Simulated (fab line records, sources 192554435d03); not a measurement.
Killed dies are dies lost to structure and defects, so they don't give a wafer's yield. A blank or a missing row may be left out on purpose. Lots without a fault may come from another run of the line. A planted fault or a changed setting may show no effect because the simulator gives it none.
Which tool did it? | flow n5_finfet | 11 lots, 32 wafers sampled, at 1 step of a route of 1938

WHAT THE GAUGES READ, wafer by wafer
N5_BEOL_M12_INSPECT_12: inspects for defects (macro). Usual: raw_defect_count 2.1, standard deviation 1.7.
lot  | measured     | on                | raw_defect_count | flag
L733 | day 10 02:08 | defect_inspect-02 | 1 4 1            |
L736 | day 11 05:01 | defect_inspect-02 | 3 4 1            |
L737 | day 11 09:50 | defect_inspect-02 | 5 1 1            |
L738 | day 11 18:26 | defect_inspect-02 | 1 0 1            |
L739 | day 11 23:30 | defect_inspect-02 | 3 5 0            |
L742 | day 12 08:12 | defect_inspect-02 | 0 0 4            |
L743 | day 12 20:10 | defect_inspect-02 | 5 1              |
L750 | day 14 16:58 | defect_inspect-01 | 2 0 3            |
L752 | day 15 08:23 | defect_inspect-02 | 1 2 1            |
L753 | day 15 15:43 | defect_inspect-01 | 3 2 4            |
L756 | day 16 08:52 | defect_inspect-02 | 2 1 1            |

WHICH TOOL RAN EACH LOT (tool, then ch and the chambers of the sampled wafers, then the start)
The record holds no process step before these readings.

WHAT THE TOOLS THEMSELVES READ (means of the sampled wafers that have a number; where no wafer has one, the mark that the record gives instead)
The record holds no such reading with a usual standard deviation.

THE ANSWER, worked out from the rows above alone
Rule: a lot is off if the mean of its wafers that have a number lies more than 3 standard deviations from the usual mean. A lot without any number at a reading at which 4 lots or more have one is off too. The other lots that the step has rows for count as sound. The gauges are gone through in route order, then the tools' own readings, and for those a lot's mean is taken as printed above. The first step at which some lot is off is used, and at that step the reading that is off furthest; a lot without a number counts as furthest.
No lot is off at any reading shown: from this, nothing can be told.

WHAT THE SIMULATOR HAD PUT IN
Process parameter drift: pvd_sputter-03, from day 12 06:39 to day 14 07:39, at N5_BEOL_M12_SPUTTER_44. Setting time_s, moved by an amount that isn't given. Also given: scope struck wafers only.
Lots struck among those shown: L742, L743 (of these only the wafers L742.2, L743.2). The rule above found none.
